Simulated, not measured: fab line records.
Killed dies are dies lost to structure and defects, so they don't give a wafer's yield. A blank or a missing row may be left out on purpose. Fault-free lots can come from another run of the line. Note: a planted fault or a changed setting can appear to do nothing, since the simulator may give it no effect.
Matching of chambers    flow n5Finfet    N5_BEOL_M0_ETCH_109 on rieDiel-01: 4 sister chambers
The step etches SiCN in CH3F/O2, target depth 8 nm, overetch 2.4 nm, time 27.4 s. 24 wafers are shown with their chamber, then 12 later ones without.

== WAFERS, EACH WITH ITS CHAMBER ==
wafer   chamber  drypumpMotorCurrentA (A)  showerheadPlenumPTorr (Torr)  rfVppV (V)
L074.3  2        5.6                       2.02                          297.9
L074.4  3        6.2                       1.94                          294.9
L074.6  2        5.7                       2.02                          296.3
L078.3  2        5.6                       2.01                          296.5
L078.5  0        6.2                       1.95                          294.8
L078.6  3        6.2                       1.94                          296.0
L079.2  0        6.2                       1.95                          296.4
L079.3  3        6.2                       1.94                          295.7
L079.6  3        6.2                       1.94                          295.1
L084.1  0        6.2                       1.95                          296.1
L084.4  2        5.6                       2.01                          297.7
L084.6  3        6.2                       1.94                          296.3
L085.2  1        5.0                       2.13                          300.7
L085.3  2        5.6                       2.01                          297.0
L085.4  0        6.2                       1.95                          296.3
L088.1  3        6.2                       1.93                          296.7
L088.3  1        5.0                       2.13                          300.4
L088.6  1        5.0                       2.13                          299.1
L089.3  0        6.2                       1.94                          295.5
L089.4  2        5.6                       2.01                          298.2
L089.6  1        5.1                       2.13                          300.7
L094.3  3        6.2                       1.93                          295.2
L094.4  1        5.0                       2.13                          299.9
L094.5  0        6.2                       1.94                          296.3

SIGNATURES (averages over the wafers above)
reading                chamber 0  chamber 1  chamber 2  chamber 3  scatter within a chamber
drypumpMotorCurrentA   6.200      5.020      5.617      6.200      0.0286
showerheadPlenumPTorr  1.9467     2.1300     2.0133     1.9371     0.00453
rfVppV                 295.900    300.160    297.267    295.700    0.692
Rule: a wafer's distance from a chamber is the root of the sum, over the readings, of the square of ((its reading less the chamber's mean) divided by the reading's scatter). If the next closest chamber is less than 2 further off than the closest, the wafer can't be placed; otherwise it belongs to the closest. How the scatter is found: for the shown wafers, subtract from each reading the mean of its chamber, square and add these, divide the total by (wafers less chambers), then take the root.

== WAFERS WITH NO CHAMBER GIVEN ==
wafer   drypumpMotorCurrentA (A)  showerheadPlenumPTorr (Torr)  rfVppV (V)
L095.2  6.2                       1.94                          296.2
L095.3  5.6                       2.00                          296.6
L095.5  6.2                       1.94                          295.5
L096.1  6.2                       1.94                          297.6
L096.2  5.6                       2.00                          297.5
L096.3  6.1                       1.93                          296.7
L096.4  5.0                       2.12                          300.5
L096.5  6.2                       1.93                          294.8
L096.6  6.2                       1.94                          295.3
L097.2  5.6                       2.00                          298.4
L097.3  6.2                       1.93                          296.2
L097.5  5.0                       2.12                          300.8

== WHICH CHAMBER EACH ONE RAN IN ==
wafer   from the rows above      in truth
L095.2  can't be placed: 3 or 0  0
L095.3  2                        2
L095.5  can't be placed: 3 or 0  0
L096.1  can't be placed: 3 or 0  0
L096.2  2                        2
L096.3  can't be placed: 3 or 0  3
L096.4  1                        1
L096.5  can't be placed: 3 or 0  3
L096.6  can't be placed: 3 or 0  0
L097.2  2                        2
L097.3  can't be placed: 3 or 0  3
L097.5  1                        1
Correct placement for 5 of the 12. Unplaceable from these rows: 7, with the true chamber sitting among the candidates in 7. 0 placed wrongly.
